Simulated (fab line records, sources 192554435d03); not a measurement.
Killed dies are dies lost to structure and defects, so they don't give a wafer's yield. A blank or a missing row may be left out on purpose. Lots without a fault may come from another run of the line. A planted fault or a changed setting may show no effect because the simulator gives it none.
Split-lot experiment | flow n5_finfet | 7 lots, 39 wafers read, on a route of 1938 steps

THE SPLIT
At N5_BEOL_M9_DESCUM_16 (chemistry O2, time 7.9 s), the setting time_s was moved away from the recipe's 7.9 s on 18 of the 39 wafers read, by -51.8% to +55.7%. The other wafers ran this setting at the recipe's value.

The reading is taken at the split's own step.

THE READING
CAR-ArF_of_BEOL_M9_COAT_05.thk_nm (the simulator's own value, which no gauge read), in nm, at N5_BEOL_M9_DESCUM_16 (chemistry O2, time 7.9 s). The file gives no usual value for it. The 21 wafers here that ran the recipe average 83.3 nm, standard deviation 0.25 nm.

wafer  | tool, chamber at the split | time_s as run, s | against the recipe | CAR-ArF_of_BEOL_M9_COAT_05.thk_nm, nm | against lot-mates on the recipe
L077.1 | rie_diel-04, 1             | 10.93            | +38.4%             | 81.4                                  | -1.9
L077.2 | rie_diel-04, 3             | 7.9              | recipe             | 83.4                                  | -
L077.3 | rie_diel-04, 2             | 10.93            | +38.4%             | 81.6                                  | -1.7
L077.4 | rie_diel-04, 0             | 10.93            | +38.4%             | 81.2                                  | -2.1
L077.5 | rie_diel-04, 3             | 7.9              | recipe             | 83                                    | -
L077.6 | rie_diel-04, 2             | 7.9              | recipe             | 83.6                                  | -
L079.1 | rie_diel-06, 2             | 7.9              | recipe             | 83                                    | -
L079.3 | rie_diel-06, 3             | 7.9              | recipe             | 82.6                                  | -
L079.4 | rie_diel-06, 3             | 7.9              | recipe             | 83.2                                  | -
L087.1 | rie_diel-04, 0             | 5.836            | -26.1%             | 84.6                                  | +1.1
L087.2 | rie_diel-04, 3             | 7.9              | recipe             | 83.4                                  | -
L087.3 | rie_diel-04, 2,1           | 7.9              | recipe             | 83.6                                  | -
L087.4 | rie_diel-04, 2,1           | 7.9              | recipe             | 83.6                                  | -
L087.5 | rie_diel-04, 2,3           | 5.836            | -26.1%             | 84.8                                  | +1.3
L087.6 | rie_diel-04, 2,3           | 5.836            | -26.1%             | 84.8                                  | +1.3
L091.1 | rie_diel-06, 0,1           | 7.9              | recipe             | 83.4                                  | -
L091.3 | rie_diel-06, 0,1           | 7.9              | recipe             | 83.4                                  | -
L091.2 | rie_diel-06, 2             | 12.3             | +55.7%             | 80.8                                  | -2.7
L091.4 | rie_diel-06, 3             | 12.3             | +55.7%             | 80.4                                  | -3.1
L091.5 | rie_diel-06, 1             | 7.9              | recipe             | 83.6                                  | -
L091.6 | rie_diel-06, 0             | 12.3             | +55.7%             | 80.6                                  | -2.9
L092.1 | rie_diel-06, 2             | 12.19            | +54.3%             | 80.6                                  | -2.8
L092.2 | rie_diel-06, 0             | 7.9              | recipe             | 83.2                                  | -
L092.3 | rie_diel-06, 1             | 7.9              | recipe             | 83.4                                  | -
L092.4 | rie_diel-06, 1             | 12.19            | +54.3%             | 81.2                                  | -2.2
L092.5 | rie_diel-06, 2             | 12.19            | +54.3%             | 81                                    | -2.4
L092.6 | rie_diel-06, 0             | 7.9              | recipe             | 83.6                                  | -
L094.1 | rie_diel-04, 2,1           | 7.9              | recipe             | 83.4                                  | -
L094.2 | rie_diel-04, 2,1           | 7.9              | recipe             | 83.4                                  | -
L094.3 | rie_diel-04, 0,2           | 10.77            | +36.3%             | 81.4                                  | -1.9
L094.4 | rie_diel-04, 0,2           | 10.77            | +36.3%             | 81.4                                  | -1.9
L094.5 | rie_diel-04, 0             | 7.9              | recipe             | 83.2                                  | -
L094.6 | rie_diel-04, 1             | 10.77            | +36.3%             | 81.6                                  | -1.7
L095.1 | rie_diel-02, 1             | 7.9              | recipe             | 83.6                                  | -
L095.2 | rie_diel-02, 0             | 3.804            | -51.8%             | 86                                    | +2.6
L095.5 | rie_diel-02, 0             | 3.804            | -51.8%             | 86                                    | +2.6
L095.3 | rie_diel-02, 2             | 3.804            | -51.8%             | 85.6                                  | +2.2
L095.4 | rie_diel-02, 3             | 7.9              | recipe             | 83.2                                  | -
L095.6 | rie_diel-02, 1             | 7.9              | recipe             | 83.4                                  | -
Where a row lists several chambers, the file gives one row for several wafers and doesn't say which wafer went through which chamber.

THE FIT
A straight line over all 39 wafers: CAR-ArF_of_BEOL_M9_COAT_05.thk_nm changes by -0.0487 nm for each +1% of time_s; r = -0.99; the points scatter about the line by 0.24 nm.
The same after taking each lot's own level away (the mean of its wafers on the recipe; 39 wafers): -0.0485 nm for each +1%; r = -0.99; scatter 0.19 nm.
On that fit, the largest move of time_s shifts the reading by 2.7 nm.
The lots' own levels span 82.93 to 83.53 nm, that is 2.4 times the standard deviation above.
So the lot-to-lot level changes the slope little: the two slopes agree.
Check: with one of the wafers moved furthest among these (+55.7%) left out of the fit, the line predicts -2.73 nm for it against its lot-mates. It came out at -2.67 nm against them.

OTHER SPLITS ON THESE WAFERS
These wafers also went through other splits before the reading. Each is held against what the fit with the lots' levels taken away leaves over:
other split on the same wafers           | wafers away from the commonest value | r with CAR-ArF_of_BEOL_M9_COAT_05.thk_nm (lot level and that fit taken away)
N5_BEOL_M8_TRENCH_ETCH_37 target_depth_a | 9                                    | +0.02

THE FILE'S OWN FIT
CAR-ArF_of_BEOL_M9_COAT_05.thk_nm changes by -0.0487 nm for each +1% of time_s, r = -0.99.
